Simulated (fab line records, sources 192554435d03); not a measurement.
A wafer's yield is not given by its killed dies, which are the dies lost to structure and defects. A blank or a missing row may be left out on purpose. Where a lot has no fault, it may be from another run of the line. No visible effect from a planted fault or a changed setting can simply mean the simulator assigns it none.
fab line records | flow n5_finfet
[record] lots = 7 | wafers = 39
route steps=1938 shown MIM_BOT_ETCH@1868
start_h: the number of hours between the record's first day and the start of the first shown wafer of the lot | wait_h: hours since the lot's step before | " unchanged from the row above | L1.1+2: several wafers, shown together as one row | - no value present, or no start provided | * or withheld: withheld | < > ~ a bound
route shown NAME@n: a module of which the file shows steps, and the number in the route of the first | usual: mean and standard deviation over wafers with no fault | same: alike in all rows | chamber/n: place in a boat | sites: readings site by site | _std_site: the values' standard deviation | _edge_site: inner sites' mean taken away from outer sites' mean | radius_mm: for every site, how far away it sits from the centre of the wafer | mask NAME#n: copy n | behind: the tool/chamber that last shaped the wafer | hold: cause of the lot's hold/its duration in hours/its outcome | device: which transistor (n, p or np) failed to switch | end of line: the tests these same wafers got at the end of their route | where a step has no rows: the recipe by itself | killed: count of dies lost to structure and defects at first sort (not the wafer's yield) | map: shows each die of a wafer: x if killed, . if not, _ if none is there
set.NAME: setting as actually run; set.NAME@STEP: the setting as run at that earlier step | model.NAME: the simulator's own value behind a step, which no gauge read
lots where settings were altered on purpose, with a table for each step and a row for each wafer
[[steps]]
[step N5_MIM_BOT_ETCH_ETCH_00]
[recipe] chemistry = Cl2/BCl3 | target = TiN | target_depth_a = 455 | ion_energy_ev = 150 | pressure_mtorr = 10 | icp_w = 1000 | bias_w = 126 | Cl2_flow_sccm = 53.25 | bcl3_flow_sccm = 21.75 | Ar_flow_sccm = 25
lot.wafer | tool         | chamber | start_h | wait_h | set.target_depth_a | model.etch.depth_nm
L074.1    | rie_metal-03 | 1       | 320.25  | 0.1    | 455                | 44.97
L074.2    | "            | 0       | "       | "      | 202.3              | 20.61
L074.3    | "            | 1       | "       | "      | 455                | 45.27
L074.4    | "            | 0       | "       | "      | 202.3              | 20.71
L074.5    | "            | 0       | "       | "      | 455                | 46.47
L074.6    | "            | 1       | "       | "      | 202.3              | 20.07
L082.1    | rie_metal-03 | 1       | 323.01  | 0.1    | 259.2              | 25.1
L082.2    | "            | 0       | "       | "      | 259.2              | 26.21
L082.3    | "            | 0       | "       | "      | 455                | 45.69
L082.4    | "            | 1       | "       | "      | 455                | 44.42
L082.5    | "            | 1       | "       | "      | 259.2              | 25.25
L082.6    | "            | 0       | "       | "      | 455                | 46.2
L080.2    | rie_metal-03 | 1       | 324.64  | 0.1    | 455                | 44.83
L080.3    | "            | 0       | "       | "      | 455                | 46.07
L080.6    | "            | 0       | "       | "      | 455                | 46.45
L084.1    | rie_metal-01 | 0       | 347.93  | 0.1    | 593.2              | 57.91
L084.2    | "            | 1       | "       | "      | 455                | 44.19
L084.3    | "            | 0       | "       | "      | 593.2              | 57.5
L084.4    | "            | 1       | "       | "      | 455                | 44.17
L084.5    | "            | 0       | "       | "      | 455                | 44.24
L084.6    | "            | 1       | "       | "      | 593.2              | 57.7
L086.1    | rie_metal-01 | 1       | 377.21  | 0.1    | 334.5              | 32.78
L086.2    | "            | 0       | "       | "      | 334.5              | 32.7
L086.3    | "            | 1       | "       | "      | 334.5              | 32.92
L086.4+6  | "            | 0       | "       | "      | 455                | 44.18
L086.5    | "            | 1       | "       | "      | 455                | 44.9
L093.1    | rie_metal-02 | 0       | 450.43  | 0.1    | 455                | 45.81
L093.2    | "            | 1       | "       | "      | 455                | 45.7
L093.3    | "            | 0       | "       | "      | 455                | 46.15
L093.4    | "            | 1       | "       | "      | 455                | 45.33
L093.5    | "            | 0       | "       | "      | 455                | 45.95
L093.6    | "            | 1       | "       | "      | 455                | 45.6
L095.1    | rie_metal-03 | 1       | 459.43  | 0.1    | 455                | 44.22
L095.2    | "            | 0       | "       | "      | 318.5              | 31.63
L095.3    | "            | 1       | "       | "      | 455                | 44.34
L095.4    | "            | 0       | "       | "      | 455                | 45.42
L095.5    | "            | 1       | "       | "      | 318.5              | 31.1
L095.6    | "            | 0       | "       | "      | 318.5              | 31.57
[[key]]
[split] step = N5_MIM_BOT_ETCH_ETCH_00 | setting = target_depth_a | stated = 455 | by = wafer
[response] step = N5_MIM_BOT_ETCH_ETCH_00 | reading = model.etch.depth_nm | change = +0.451 | per = 1% | r = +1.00
